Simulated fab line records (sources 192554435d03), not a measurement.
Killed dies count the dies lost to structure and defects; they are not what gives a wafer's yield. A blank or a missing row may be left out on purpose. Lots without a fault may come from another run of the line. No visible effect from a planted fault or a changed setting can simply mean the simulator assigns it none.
fab line records	flow n5Finfet
record: lots: 6	wafers: 18	lastDay: 22
route steps=1938 shown BEOL_M4@1071 PASSIVATION@1936
lots that met no fault: taken from a fault-free run of the same line
startH: hours from the record's opening day to when the first of the lot's shown wafers began	waitH: hours since the lot's step before	" identical to the entry in the row above	L1.1+2: several wafers, shown together as one row	- no value, or no start given	* or withheld: withheld	< > ~ a bound
route shown NAME@n: names a module that has steps shown in the file, with the first one's number in the route	usual: mean/standard deviation of fault-free wafers	same: alike in all rows	chamber/n: place in a boat	sites: each site's reading	_std_site: standard deviation of those values	_edge_site: the outer-site mean with the inner-site mean subtracted	radiusMm: for every site, how far away it sits from the centre of the wafer	mask NAME#n: copy n	behind: the most recent tool/chamber to have shaped the wafer	hold: the reason the lot was held/the length of the hold in hours/how it ended	device: which transistor (n, p or np) failed to switch	end of line: tests run on the same wafers once the route is complete	a step given without rows: its recipe and nothing more	killed: count of dies lost to structure and defects at first sort (not the wafer's yield)	map: the dies of a wafer, with x for killed, . for not killed, _ for no die there
set.NAME: the setting as run; set.NAME@STEP: as run at that earlier step	model.NAME: the simulator's own value behind a step, which no gauge read
lots seen at some steps along the route; tables by step, rows by wafer
services: when a tool's chamber went out of use (startH, in hours from the record's first day, below 0 if earlier), for how many hours, and the reason
== steps ==
step: N5_BEOL_M4_ETCH_41
recipe: chemistry: CH3F/O2	target: SiCN	targetDepthA: 299	taperDeg: 2	timeS: 52.5	ionEnergyEv: 120	maskMaterial: TiN	pressureMtorr: 30	sourceW: 395	biasW: 75	Ar_flow_sccm: 150	CH3F_flow_sccm: 30	O2_flow_sccm: 20
usual: drypumpMotorCurrentA: 5.8/0.44	oesProductAu: 0.80/0.082	rfVppV: 297.7/1.7	showerheadPlenumPTorr: 2.02/0.079	throttleValvePct: 16.29/0.21
lot.wafer	tool	chamber	startH	waitH	drypumpMotorCurrentA	oesProductAu	rfHoursCounterH	rfVppV	showerheadPlenumPTorr	throttleValvePct
L889.1	rieDiel-02	3	-	-	5.2	0.83	67	297.9	2.03	16.28
L889.4	"	0	"	"	6.5	0.79	80	299.1	2.02	16.43
L889.5	"	3	"	"	5.2	0.84	-	297.3	2.04	16.29
L891.4	rieDiel-02	2	-	-	5.7	0.86	62	296.3	2.03	16.39
L891.5	"	3	"	"	5.2	0.83	-	299.8	2.03	16.30
L891.6	"	2	"	"	5.7	0.86	-	297.6	2.03	16.36
L888.1	rieDiel-02	0	-	-	6.5	0.77	92	300.6	2.02	16.46
L888.3	"	1	"	"	6.2	0.74	124	298.7	2.09	16.07
L888.5	"	0	"	"	6.5	0.77	-	299.9	2.02	16.45
L893.1	rieDiel-03	2	-	-	5.9	0.96	6	299.0	2.14	15.92
L893.4	"	3	"	"	6.0	0.90	36	298.9	2.13	16.11
L893.6	"	2	"	"	5.9	0.95	-	300.5	2.14	15.91
L894.2	rieDiel-02	0	-	-	6.5	0.78	100	299.3	2.02	16.46
L894.3	"	3	"	"	5.2	0.82	86	298.7	2.03	16.30
L894.4	"	1	"	"	6.1	0.74	132	299.5	2.08	16.09
L898.1	rieDiel-06	0	-	-	5.0	0.83	82	298.1	2.03	16.17
L898.5	"	1	"	"	6.1	0.85	-	295.4	1.94	16.36
L898.6	"	0	"	"	5.0	0.84	-	299.0	2.03	16.15
step: N5_BEOL_M4_STRIP_97
recipe: chemistry: N2/H2	timeS: 10	powerW: 450	tempC: 40	pressureMtorr: 20	rfFrequencyHz: 6e+07	biasPowerW: 7	n2FlowSccm: 200	h2FlowSccm: 200
usual: drypumpMotorCurrentA: 5.8/0.44	oesProductAu: 0.80/0.081	rfVppV: 59.3/0.9	showerheadPlenumPTorr: 2.56/0.1	throttleValvePct: 23.61/0.19
lot.wafer	tool	chamber	startH	waitH	drypumpMotorCurrentA	oesProductAu	rfHoursCounterH	rfVppV	showerheadPlenumPTorr	throttleValvePct
L889.1	rieDiel-02	3	-	-	5.2	0.83	67	62.3	2.56	23.67
L889.4	"	0	"	"	6.5	0.78	80	58.3	2.56	23.49
L889.5	"	3	"	"	5.3	0.84	-	59.3	2.56	23.66
L891.4	rieDiel-02	2	-	-	5.7	0.84	62	60.2	2.58	23.75
L891.5	"	3	"	"	5.3	0.83	-	58.6	2.56	23.67
L891.6	"	2	"	"	5.7	0.84	-	58.8	2.58	23.77
L888.1	rieDiel-02	0	-	-	6.6	0.77	92	59.3	2.56	23.52
L888.3	"	1	"	"	6.2	0.76	124	60.1	2.67	23.48
L888.5	"	0	"	"	6.5	0.78	-	58.7	2.56	23.50
L893.1	rieDiel-03	2	-	-	5.9	0.96	6	60.9	2.71	23.30
L893.4	"	3	"	"	6.0	0.90	36	60.7	2.69	23.49
L893.6	"	2	"	"	5.9	0.96	-	58.6	2.71	23.31
L894.2	rieDiel-02	0	-	-	6.5	0.77	100	58.6	2.56	23.49
L894.3	"	3	"	"	5.2	0.80	86	60.7	2.55	23.68
L894.4	"	1	"	"	6.2	0.76	132	59.4	2.67	23.47
L898.1	rieDiel-06	0	-	-	5.0	0.83	82	58.7	2.57	23.77
L898.5	"	1	"	"	6.1	0.85	-	59.6	2.47	23.94
L898.6	"	0	"	"	5.0	0.83	-	59.7	2.57	23.78
step: N5_BEOL_M4_OCD_MEAS_38
usual: trenchDepthNm: 55.2/1.4
lot.wafer	tool	chamber	startH	waitH	trenchDepthNm
L889.1	ocd-01	-	327.80	-	56.3
L889.4	"	-	"	"	54.2
L889.5	"	-	"	"	56.4
L891.4	ocd-01	-	348.68	-	56.1
L891.5	"	-	"	"	56.6
L891.6	"	-	"	"	56.4
L888.1	ocd-01	-	367.09	-	54.1
L888.3	"	-	"	"	54.0
L888.5	"	-	"	"	53.1
L893.1	ocd-02	-	383.02	-	56.0
L893.4	"	-	"	"	56.7
L893.6	"	-	"	"	55.6
L894.2	ocd-01	-	387.07	-	52.8
L894.3	"	-	"	"	56.0
L894.4	"	-	"	"	53.7
L898.1	ocd-01	-	398.68	-	56.5
L898.5	"	-	"	"	55.3
L898.6	"	-	"	"	57.1
step: N5_BEOL_M4_HM_STRIP_39
recipe: chemistry: peroxideTinStrip	material: TiN	targetDepthA: 250	tempC: 50	timeS: 158
step: N5_BEOL_M4_SRD_40
recipe: timeS: 30	tempC: 23	rinseLiquid: diw	dry: ipaMarangoni
step: N5_BEOL_M4_PRECLEAN_42
recipe: chemistry: residueRemover	timeS: 60	tempC: 40
step: N5_BEOL_M4_SRD_43
recipe: timeS: 30	tempC: 23	rinseLiquid: diw	dry: ipaMarangoni
step: N5_BEOL_M4_CD_MEAS_35
recipe: targetCdNm: 18	targetCdYNm: 22.4	polarity: opening
usual: cdNm: 17.9/0.32
lot.wafer	tool	chamber	startH	waitH	cdNm
L889.1	cdSem-02	-	327.95	0.0	17.1
L889.4	"	-	"	"	17.4
L889.5	"	-	"	"	17.1
L891.4	cdSem-01	-	348.84	0.0	18.0
L891.5	"	-	"	"	18.1
L891.6	"	-	"	"	18.6
L888.1	cdSem-03	-	367.24	0.0	18.1
L888.3	"	-	"	"	18.1
L888.5	"	-	"	"	18.0
L893.1	cdSem-03	-	383.18	0.0	18.1
L893.4	"	-	"	"	18.2
L893.6	"	-	"	"	18.2
L894.2	cdSem-01	-	387.22	0.0	18.1
L894.3	"	-	"	"	17.7
L894.4	"	-	"	"	17.6
L898.1	cdSem-03	-	398.83	0.0	18.0
L898.5	"	-	"	"	17.7
L898.6	"	-	"	"	18.2
step: N5_BEOL_M4_DEGAS_44
recipe: ambient: vacuum	tempC: 250	timeS: 60
step: N5_BEOL_M4_PRE_CLEAN_45
recipe: gas: H2/He	timeS: 30	tempC: 250
usual: heaterPowerW: 333/29
lot.wafer	tool	chamber	startH	waitH	heaterPowerW
L889.1	pvdSputter-03	-	328.59	0.0	334
L889.4	"	-	"	"	357
L889.5	"	-	"	"	356
L891.4	pvdSputter-03	-	348.91	0.0	358
L891.5	"	-	"	"	329
L891.6	"	-	"	"	356
L888.1	pvdSputter-01	-	367.97	0.0	332
L888.3	"	-	"	"	382
L888.5	"	-	"	"	339
L893.1	pvdSputter-01	-	383.58	0.0	376
L893.4	"	-	"	"	333
L893.6	"	-	"	"	334
L894.2	pvdSputter-03	-	387.56	0.0	293
L894.3	"	-	"	"	345
L894.4	"	-	"	"	324
L898.1	pvdSputter-01	-	399.00	0.0	342
L898.5	"	-	"	"	345
L898.6	"	-	"	"	386
step: N5_BEOL_M4_ALD_84
recipe: material: TaN	targetThkA: *	tempC: 275	aldPrecursorFamily: PDMAT	aldCoReactant: NH3	pressureTorr: 3	carrierFlowSccm: 1500	pulseTimeS: 2	purgeTimeS: 3	coReactantPurgeTimeS: 2	coReactantPulseTimeS: 3	aldCycles: 30	precursorVesselTempC: 75	precursorVesselPressureTorr: 26.25	precursorVesselCarrierSccm: 1000
step: N5_BEOL_M4_SURFACE_TREAT_85
recipe: gas: Ar	timeS: *	ionEnergyEv: *	ionCurrentMaCm2: 0.5	pressureMtorr: *	arFlowSccm: 30
usual: throttleValvePct: *
lot.wafer	tool	chamber	startH	waitH	throttleValvePct
L889.1	pvdSputter-03	-	328.95	0.2	*
L889.4	"	-	"	"	*
L889.5	"	-	"	"	*
L891.4	pvdSputter-01	-	349.29	0.2	*
L891.5	"	-	"	"	*
L891.6	"	-	"	"	*
L888.1	pvdSputter-01	-	368.29	0.1	*
L888.3	"	-	"	"	*
L888.5	"	-	"	"	*
L893.1	pvdSputter-01	-	384.16	0.4	*
L893.4	"	-	"	"	*
L893.6	"	-	"	"	*
L894.2	pvdSputter-01	-	387.86	0.1	*
L894.3	"	-	"	"	*
L894.4	"	-	"	"	*
L898.1	pvdSputter-02	-	399.35	0.2	*
L898.5	"	-	"	"	*
L898.6	"	-	"	"	*
step: N5_BEOL_M4_CVD_47
recipe: material: Co	targetThkA: 30	tempC: withheld	precursor: CCTBA/H2	pressureTorr: 30	timeS: 223.8
usual: chamberPressureTorr: 30.00/0.06	runLengthS: 246.8/0.61
lot.wafer	tool	chamber	startH	waitH	chamberPressureTorr	runLengthS	sinceWetCleanH
L889.1	cvdCo-01	0	329.06	0.1	30.09	247.5	870
L889.4	"	1	"	"	30.01	245.7	-
L889.5	"	0	"	"	29.99	247.1	-
L891.4	cvdCo-02	2	349.43	0.1	29.93	247.8	-
L891.5	"	1	"	"	29.96	246.6	-
L891.6	"	0	"	"	30.06	246.0	-
L888.1	cvdCo-01	0	368.40	0.1	30.02	247.7	910
L888.3	"	2	"	"	30.07	246.9	450
L888.5	"	1	"	"	29.94	246.2	-
L893.1	cvdCo-02	2	384.23	0.0	30.01	412.8	685
L893.4	"	2	"	"	30.04	413.6	-
L893.6	"	0	"	"	30.01	412.3	-
L894.2	cvdCo-02	0	387.92	0.0	30.03	412.4	1148
L894.3	"	2	"	"	30.04	413.7	689
L894.4	"	1	"	"	30.00	413.3	-
L898.1	cvdCo-01	0	399.48	0.1	29.99	247.5	941
L898.5	"	2	"	"	30.08	246.7	-
L898.6	"	1	"	"	29.93	245.7	-
step: N5_BEOL_M4_SPUTTER_48
recipe: material: Cu	targetThkA: 45	tempC: -20	chamberPressurePa: 0.07	powerW: withheld	timeS: 8.29
usual: throttleValvePct: 29.7/1.2
lot.wafer	tool	chamber	startH	waitH	throttleValvePct
L889.1	pvdSputter-01	-	329.24	0.1	27.2
L889.4	"	-	"	"	28.7
L889.5	"	-	"	"	27.4
L891.4	pvdSputter-01	-	349.53	0.0	28.9
L891.5	"	-	"	"	29.3
L891.6	"	-	"	"	28.6
L888.1	pvdSputter-02	-	368.58	0.1	31.0
L888.3	"	-	"	"	29.8
L888.5	"	-	"	"	31.4
L893.1	pvdSputter-01	-	384.66	0.4	30.9
L893.4	"	-	"	"	28.6
L893.6	"	-	"	"	31.0
L894.2	pvdSputter-02	-	388.08	0.1	31.3
L894.3	"	-	"	"	29.9
L894.4	"	-	"	"	31.2
L898.1	pvdSputter-01	-	399.64	0.1	27.2
L898.5	"	-	"	"	31.0
L898.6	"	-	"	"	27.4
step: N5_BEOL_M4_RC_MEAS_101
usual: DIBL_N: 35.8/1.6	DIBL_P: 35.6/2	IOFF_N: 0.15/0.031	IOFF_P: 0.20/0.033	ION_N: 668/12	ION_P: 459/6.8	SS_N: 71.4/0.53	SS_P: 73.1/0.63	VT_N: 250/3.5	VT_P: -251/3
lot.wafer	tool	chamber	startH	waitH	DIBL_N[mV/V]	DIBL_P[mV/V]	IOFF_N[nA/um]	IOFF_P[nA/um]	ION_N[uA/um]	ION_P[uA/um]	SS_N[mV/dec]	SS_P[mV/dec]	VT_N[mV]	VT_P[mV]
L889.1	prober-02	0	332.10	0.0	35.0	35.2	0.14	0.16	668	453	72.1	73.3	253	-256
L889.4	"	0	"	"	37.6	37.7	0.19	0.20	668	451	71.6	73.7	248	-253
L889.5	"	0	"	"	34.6	34.7	0.13	0.16	660	454	71.1	72.4	254	-255
L891.4	prober-01	0	353.53	0.5	34.9	33.2	0.13	0.19	660	462	71.2	71.7	251	-249
L891.5	"	0	"	"	36.4	35.1	0.16	0.23	685	470	71.9	73.1	249	-247
L891.6	"	0	"	"	35.8	34.8	0.15	0.22	674	464	71.5	72.1	251	-247
L888.1	prober-01	0	371.44	0.0	34.5	34.6	0.14	0.19	667	460	70.7	72.5	249	-252
L888.3	"	0	"	"	36.6	37.1	0.18	0.23	663	452	71.7	72.6	247	-250
L888.5	"	0	"	"	36.8	36.0	0.17	0.21	672	456	72.3	73.0	246	-250
L893.1	prober-01	0	387.54	0.0	34.3	35.1	0.12	0.17	656	453	70.5	73.0	256	-251
L893.4	"	0	"	"	35.3	36.8	0.14	0.20	659	461	70.5	72.3	255	-251
L893.6	"	0	"	"	35.2	35.7	0.13	0.19	662	459	71.5	72.0	251	-250
L894.2	prober-01	0	391.10	0.2	35.4	36.2	0.13	0.19	665	459	71.6	74.4	253	-251
L894.3	"	0	"	"	32.4	31.5	0.09	0.13	650	448	71.4	72.9	260	-257
L894.4	"	0	"	"	36.1	37.1	0.15	0.20	679	461	71.0	73.8	250	-249
L898.1	prober-02	0	402.54	0.0	36.8	37.3	0.17	0.22	680	464	71.8	72.9	249	-251
L898.5	"	0	"	"	34.8	34.4	0.13	0.17	637	453	71.9	73.2	255	-255
L898.6	"	0	"	"	36.3	36.9	0.16	0.21	671	459	71.4	73.3	248	-253
step: N5_PASSIVATION_PROBE_49
usual: defectLimitedYield: 90.7/1.5	killed_at_M0_to_M3: 38/11	killed_at_M4_up: 15/5.5	killedAtContacts: 12/6	killedAtFrontEnd: 41/11	killedAtOther: 3.5/2.7	killedDies: 110/18	killedOpen: 72/13	killedShort: 35/8.7	sort_bin_5_function: 5.5/1.1	sort_bin_6_memory: 3.4/0.63	sort_bin_8_speed: 0.01/0.037	sortNPass: 1070/18	sortYieldPct: 90.7/1.5
same: grossDies: 1180	killedAtBackSide: 0	sort_bin_4_leakage[%]: 0
lot.wafer	tool	chamber	startH	waitH	defectLimitedYield[%]	killed_at_M0_to_M3	killed_at_M4_up	killedAtContacts	killedAtFrontEnd	killedAtOther	killedDies	killedOpen	killedShort	sort_bin_5_function[%]	sort_bin_6_memory[%]	sort_bin_8_speed[%]	sortNPass	sortYieldPct[%]
L889.1	prober-02	-	440.74	0.0	89.4	41	31	7	41	5	125	77	45	6.8	3.2	0	1055	89.4
L889.4	prober-02	-	440.89	0.2	89.9	40	27	5	46	1	119	68	46	5.9	4.1	0.08	1061	89.9
L889.5	prober-02	-	440.94	0.2	89.3	42	17	4	59	4	126	79	47	7.2	3.1	0	1054	89.3
L891.4	prober-01	-	463.37	0.2	90.3	44	11	22	37	0	114	77	37	5.4	4.0	0	1066	90.3
L891.5	prober-01	-	463.42	0.2	89.8	52	18	10	40	0	120	80	40	6.1	3.7	0	1060	89.8
L891.6	prober-01	-	463.47	0.3	88.0	49	26	25	40	2	142	92	50	6.7	5.0	0	1038	88.0
L888.1	prober-01	-	496.24	0.0	89.9	43	11	15	48	2	119	78	41	5.3	4.2	0	1061	89.9
L888.3	prober-01	-	496.34	0.1	92.8	34	7	10	30	4	85	55	29	4.3	2.5	0	1095	92.8
L888.5	prober-01	-	496.44	0.2	90.0	59	12	11	36	0	118	91	26	6.5	3.5	0	1062	90.0
L898.1	prober-02	-	517.87	0.0	91.6	28	13	17	41	0	99	62	36	5.3	2.8	0	1081	91.6
L898.5	prober-02	-	518.07	0.2	92.8	29	19	8	28	1	85	61	24	4.2	2.9	0	1095	92.8
L898.6	prober-02	-	518.12	0.3	89.7	34	5	12	68	3	122	83	38	5.9	4.1	0	1058	89.7
killed by level:class
L889.1 FIN_SAQP:geometricParticle:open=14 BEOL_M0_SAQP:geometricParticle:short=14 BEOL_M0_SAQP:geometricParticle:open=11 BEOL_M5:geometricParticle:open=11 BEOL_M4:geometricParticle:open=8 FIN_SAQP:geometricParticle:short=6 DUMMY_GATE:geometricParticle:open=6 BEOL_M2:geometricParticle:open=6
L889.4 BEOL_M4:geometricParticle:open=12 FIN_SAQP:geometricParticle:short=11 BEOL_M0_SAQP:geometricParticle:short=11 BEOL_M0_SAQP:geometricParticle:open=11 BEOL_M2:geometricParticle:open=7 FIN_SAQP:geometricParticle:open=6 BEOL_M3:geometricParticle:open=6 DUMMY_GATE:geometricParticle:open=5
L889.5 FIN_SAQP:geometricParticle:open=17 FIN_SAQP:geometricParticle:short=16 BEOL_M0_SAQP:geometricParticle:open=10 BEOL_M2:geometricParticle:open=10 BEOL_M1:geometricParticle:open=8 DUMMY_GATE:geometricParticle:open=7 BEOL_M0_SAQP:geometricParticle:short=7 STARTING-WAFER:geometricParticle:short=6
L891.4 MOL_CONTACT_COAG:geometricParticle:open=17 STI_FIN_REVEAL:geometricParticle:open=13 BEOL_M1:geometricParticle:open=13 BEOL_M0_SAQP:geometricParticle:short=9 FIN_SAQP:geometricParticle:short=6 BEOL_M0_SAQP:geometricParticle:open=6 FIN_SAQP:geometricParticle:open=5 GATE_CUT:geometricParticle:short=5
L891.5 BEOL_M0_SAQP:geometricParticle:short=14 STI_FIN_REVEAL:geometricParticle:open=12 BEOL_M0_SAQP:geometricParticle:open=11 MOL_CONTACT_COAG:geometricParticle:open=10 BEOL_M4:geometricParticle:open=10 BEOL_M1:geometricParticle:open=10 BEOL_M3:geometricParticle:open=5 STARTING-WAFER:geometricParticle:short=5
L891.6 MOL_CONTACT_COAG:geometricParticle:open=18 BEOL_M0_SAQP:geometricParticle:open=15 BEOL_M4:geometricParticle:open=13 BEOL_M0_SAQP:geometricParticle:short=12 FIN_SAQP:geometricParticle:short=11 STI_FIN_REVEAL:geometricParticle:open=10 FIN_SAQP:geometricParticle:open=7 MOL_CONTACT_COAG:geometricParticle:short=7
L888.1 MOL_CONTACT_COAG:geometricParticle:open=14 FIN_SAQP:geometricParticle:open=12 BEOL_M0_SAQP:geometricParticle:short=10 BEOL_M3:geometricParticle:open=9 FIN_SAQP:geometricParticle:short=8 BEOL_M4:geometricParticle:open=7 BEOL_M0:geometricParticle:open=5 BEOL_M2:geometricParticle:short=5
L888.3 BEOL_M2:geometricParticle:open=12 MOL_CONTACT_COAG:geometricParticle:open=8 BEOL_M0_SAQP:geometricParticle:open=6 STI_FIN_REVEAL:geometricParticle:open=5 DUMMY_GATE:geometricParticle:open=5 STI_FIN_REVEAL:geometricParticle:short=4 GATE_CUT:geometricParticle:short=4 GATE_CUT:geometricParticle:open=4
L888.5 BEOL_M2:geometricParticle:open=19 BEOL_M1:geometricParticle:open=12 MOL_CONTACT_COAG:geometricParticle:open=10 BEOL_M0_SAQP:geometricParticle:open=9 DUMMY_GATE:geometricParticle:open=8 BEOL_M3:geometricParticle:open=7 FIN_SAQP:geometricParticle:open=6 BEOL_M0_SAQP:geometricParticle:short=6
L898.1 FIN_SAQP:geometricParticle:open=12 MOL_CONTACT_COAG:geometricParticle:open=12 BEOL_M0_SAQP:geometricParticle:open=8 FIN_SAQP:geometricParticle:short=7 BEOL_M0_SAQP:geometricParticle:short=7 BEOL_M2:geometricParticle:open=7 BEOL_M4:geometricParticle:open=6 MOL_CONTACT_COAG:geometricParticle:short=5
L898.5 BEOL_M0_SAQP:geometricParticle:open=10 BEOL_M1:geometricParticle:open=9 BEOL_M4:geometricParticle:open=8 DUMMY_GATE:geometricParticle:open=7 MOL_CONTACT_COAG:geometricParticle:open=7 FIN_SAQP:geometricParticle:open=6 STI_FIN_REVEAL:geometricParticle:open=4 BEOL_M1:geometricParticle:short=4
L898.6 STI_FIN_REVEAL:geometricParticle:open=19 FIN_SAQP:geometricParticle:open=15 BEOL_M2:geometricParticle:open=13 MOL_CONTACT_COAG:geometricParticle:open=10 FIN_SAQP:geometricParticle:short=9 STI_FIN_REVEAL:geometricParticle:short=6 BEOL_M1:geometricParticle:open=5 STARTING-WAFER:geometricParticle:open=4
== services ==
tool	chamber	startH	hours	kind
cvdCo-02	1	316.75	9.9	repair
rieDiel-03	-	317.07	1.1	repair
rieDiel-02	-	322.47	0.1	repair
cvdCo-02	-	323.34	6.0	pm
cvdCo-01	1	333.33	-	clean
cvdCo-01	1	333.33	22.0	scheduledDown
cvdCo-01	1	333.33	22.0	ventCycle
rieDiel-06	1	343.30	4.5	repair
rieDiel-03	2	345.47	-	clean
rieDiel-03	2	345.47	-	consumableReplace:focusRing
rieDiel-03	2	345.47	-	consumableReplace:showerhead
rieDiel-03	2	345.47	21.8	scheduledDown
rieDiel-03	2	345.47	21.8	ventCycle
rieDiel-06	1	355.00	6.7	repair
rieDiel-06	2	370.00	-	clean
rieDiel-06	2	370.00	-	consumableReplace:focusRing
rieDiel-06	2	370.00	19.4	scheduledDown
rieDiel-06	2	370.00	19.4	ventCycle
rieDiel-02	-	374.32	0.4	repair
== key ==
firstSign: step: N5_BEOL_M4_CVD_47	reading: runLengthS	direction: up	sigmas: 99+	usual: *	struck: *
effect none on later readings
metAt N5_BEOL_M4_CVD_47
struckWafers L893.1,L893.4,L893.6,L894.2,L894.3,L894.4
rowsEnd L893.1,L893.4,L893.6,L894.2,L894.3,L894.4
onsetBetween 349.43 384.23
fault: kind: processParameterDrift	tool: cvdCo-02	chamber: -	onsetH: 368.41	steps: N5_BEOL_M4_CVD_47	channel: timeS	offset: *	shape: step	actsIn: *	stated: *
rowsEnd: these wafers met a further fault down the route, and their rows from its step on are left out
